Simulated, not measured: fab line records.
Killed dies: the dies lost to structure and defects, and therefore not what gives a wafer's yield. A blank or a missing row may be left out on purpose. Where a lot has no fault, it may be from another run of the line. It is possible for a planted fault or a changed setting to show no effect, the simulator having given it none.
Which tool did it? / flow nand_harc / Sampling: 14 lots, 42 wafers, 3 of 1302 route steps

## WHAT THE GAUGES SHOWED, per wafer
NHARC_P_CONTACT_OVL_MEAS_13.
lot=L411; measured=day 6 09:43; on=overlay-02; overlay_x_nm (nm)=-0.6 -0.4 -0.4; overlay_y_nm (nm)=0.3 0.3 0.6
lot=L412; measured=day 6 21:38; on=overlay-01; overlay_x_nm (nm)=0.0 0.0 0.1; overlay_y_nm (nm)=-1.5 -1.8 -1.1
lot=L413; measured=day 7 05:07; on=overlay-01; overlay_x_nm (nm)=0.8 0.9 0.9; overlay_y_nm (nm)=0.3 0.8 0.5
lot=L416; measured=day 8 17:08; on=overlay-01; overlay_x_nm (nm)=0.7 0.2 0.7; overlay_y_nm (nm)=0.6 0.2 0.6
lot=L417; measured=day 8 22:57; on=overlay-01; overlay_x_nm (nm)=1.6 1.2 0.3; overlay_y_nm (nm)=0.8 0.5 0.9
lot=L419; measured=day 9 15:49; on=overlay-02; overlay_x_nm (nm)=0.4 0.7 0.3; overlay_y_nm (nm)=-0.9 -0.3 -0.5
lot=L426; measured=day 12 13:56; on=overlay-02; overlay_x_nm (nm)=-0.9 -0.4 -0.6; overlay_y_nm (nm)=1.2 1.3 1.4
lot=L427; measured=day 12 18:41; on=overlay-01; overlay_x_nm (nm)=0.1 0.3 0.0; overlay_y_nm (nm)=1.4 0.6 0.7
lot=L428; measured=day 13 15:03; on=overlay-02; overlay_x_nm (nm)=-1.8 -1.0 -1.6; overlay_y_nm (nm)=0.6 0.5 0.9
lot=L429; measured=day 13 15:43; on=overlay-01; overlay_x_nm (nm)=-0.2 -0.5 0.7; overlay_y_nm (nm)=0.8 0.7 0.5
lot=L430; measured=day 14 05:41; on=overlay-01; overlay_x_nm (nm)=0.3 0.4 0.4; overlay_y_nm (nm)=0.1 0.6 -0.1
lot=L431; measured=day 14 18:37; on=overlay-01; overlay_x_nm (nm)=-1.1 -0.7 -0.6; overlay_y_nm (nm)=0.0 -0.1 -0.1
lot=L432; measured=day 15 03:46; on=overlay-01; overlay_x_nm (nm)=1.9 0.8 1.4; overlay_y_nm (nm)=1.3 1.0 0.8
lot=L433; measured=day 15 11:42; on=overlay-02; overlay_x_nm (nm)=-0.1 -1.3 -0.3; overlay_y_nm (nm)=0.6 0.1 0.8

NHARC_P_M0_CD_MEAS_09: the cd target is 90 nm.
lot=L411; measured=day 6 13:49; on=cd_sem-01; cd_nm (nm)=89.3 90.0 90.2
lot=L412; measured=day 7 01:42; on=cd_sem-03; cd_nm (nm)=89.5 89.4 89.7
lot=L413; measured=day 7 09:22; on=cd_sem-03; cd_nm (nm)=89.2 89.5 89.9
lot=L416; measured=day 8 21:34; on=cd_sem-03; cd_nm (nm)=88.8 89.6 89.9
lot=L417; measured=day 9 03:30; on=cd_sem-01; cd_nm (nm)=77.4 76.5 77.0
lot=L419; measured=day 9 20:26; on=cd_sem-03; cd_nm (nm)=79.4 80.3 80.4
lot=L426; measured=day 12 18:02; on=cd_sem-03; cd_nm (nm)=90.1 90.0 89.9
lot=L427; measured=day 12 23:08; on=cd_sem-02; cd_nm (nm)=90.8 89.4 90.7
lot=L428; measured=day 13 19:00; on=cd_sem-02; cd_nm (nm)=91.4 91.1 91.2
lot=L429; measured=day 13 19:56; on=cd_sem-02; cd_nm (nm)=89.8 89.9 90.7
lot=L430; measured=day 14 10:19; on=cd_sem-02; cd_nm (nm)=89.8 90.2 89.9
lot=L431; measured=day 14 22:46; on=cd_sem-01; cd_nm (nm)=90.6 90.2 89.4
lot=L432; measured=day 15 07:45; on=cd_sem-03; cd_nm (nm)=89.9 90.2 90.2
lot=L433; measured=day 15 15:45; on=cd_sem-03; cd_nm (nm)=90.4 90.6 89.9

## WHICH TOOL RAN EACH LOT (tool, then ch and the chambers of the sampled wafers, then the start)
lot=L411; NHARC_P_M0_PEB_07=litho_track-01 ch 0, day 6 13:44
lot=L412; NHARC_P_M0_PEB_07=litho_track-01 ch 0, day 7 01:37
lot=L413; NHARC_P_M0_PEB_07=litho_track-01 ch 0, day 7 09:17
lot=L416; NHARC_P_M0_PEB_07=litho_track-01 ch 0, day 8 21:29
lot=L417; NHARC_P_M0_PEB_07=litho_track-01 ch 0, day 9 03:25
lot=L419; NHARC_P_M0_PEB_07=litho_track-01 ch 0, day 9 20:21
lot=L426; NHARC_P_M0_PEB_07=litho_track-04 ch 0, day 12 17:57
lot=L427; NHARC_P_M0_PEB_07=litho_track-06 ch 0, day 12 23:04
lot=L428; NHARC_P_M0_PEB_07=litho_track-04 ch 0, day 13 18:55
lot=L429; NHARC_P_M0_PEB_07=litho_track-01 ch 0, day 13 19:52
lot=L430; NHARC_P_M0_PEB_07=litho_track-04 ch 0, day 14 10:14
lot=L431; NHARC_P_M0_PEB_07=litho_track-04 ch 0, day 14 22:41
lot=L432; NHARC_P_M0_PEB_07=litho_track-06 ch 0, day 15 07:40
lot=L433; NHARC_P_M0_PEB_07=litho_track-04 ch 0, day 15 15:40
- NHARC_P_M0_PEB_07: peb time 65 s.

## WHAT THE TOOLS THEMSELVES READ (means of the sampled wafers that have a number; where no wafer has one, the mark that the record gives instead)
NHARC_P_M0_PEB_07.
lot=L411; tool=litho_track-01; heater_power_total_W (W)=157.0
lot=L412; tool=litho_track-01; heater_power_total_W (W)=156.7
lot=L413; tool=litho_track-01; heater_power_total_W (W)=156.4
lot=L416; tool=litho_track-01; heater_power_total_W (W)=156.6
lot=L417; tool=litho_track-01; heater_power_total_W (W)=185.4
lot=L419; tool=litho_track-01; heater_power_total_W (W)=185.5
lot=L426; tool=litho_track-04; heater_power_total_W (W)=156.7
lot=L427; tool=litho_track-06; heater_power_total_W (W)=157.0
lot=L428; tool=litho_track-04; heater_power_total_W (W)=156.4
lot=L429; tool=litho_track-01; heater_power_total_W (W)=156.6
lot=L430; tool=litho_track-04; heater_power_total_W (W)=156.7
lot=L431; tool=litho_track-04; heater_power_total_W (W)=156.4
lot=L432; tool=litho_track-06; heater_power_total_W (W)=156.4
lot=L433; tool=litho_track-04; heater_power_total_W (W)=157.0

## THE ANSWER, worked out from the rows above alone
Rule: what is usual is taken from the lots themselves. The widest of any qualifying gaps counts: lots, ordered by their means at a reading, are off when they make up no more than a third of the lots, leave a main group of 4 or more, and stand apart from it by 3 or more times the standard deviation of that group's means. If all means in a main group match to the digits the tables above print for the reading, that group is not used. Also off: a lot with no number at a reading for which 4 or more lots have one. Where the step has rows for the other lots, those lots are counted as sound. After the gauges, taken in route order, come the tools' own readings; for these a lot's mean is taken, as printed above. The first step at which some lot is off is used, and at that step the reading that is off furthest; a lot without a number counts as furthest.
Off, at NHARC_P_M0_CD_MEAS_09 on cd_nm: L417, L419. For the main group the mean is 90.0 nm and the standard deviation 0.46.
A tool fits if, at a process step before that reading, it ran every lot that is off, and no sound lot after the first of them. The gauges at NHARC_P_M0_CD_MEAS_09 aren't tried: what is off there is off at NHARC_P_M0_PEB_07 too, on other tools, and a gauge's error can't cause that. None of those tried fits.

## WHAT HAD BEEN PUT IN BY THE SIMULATOR
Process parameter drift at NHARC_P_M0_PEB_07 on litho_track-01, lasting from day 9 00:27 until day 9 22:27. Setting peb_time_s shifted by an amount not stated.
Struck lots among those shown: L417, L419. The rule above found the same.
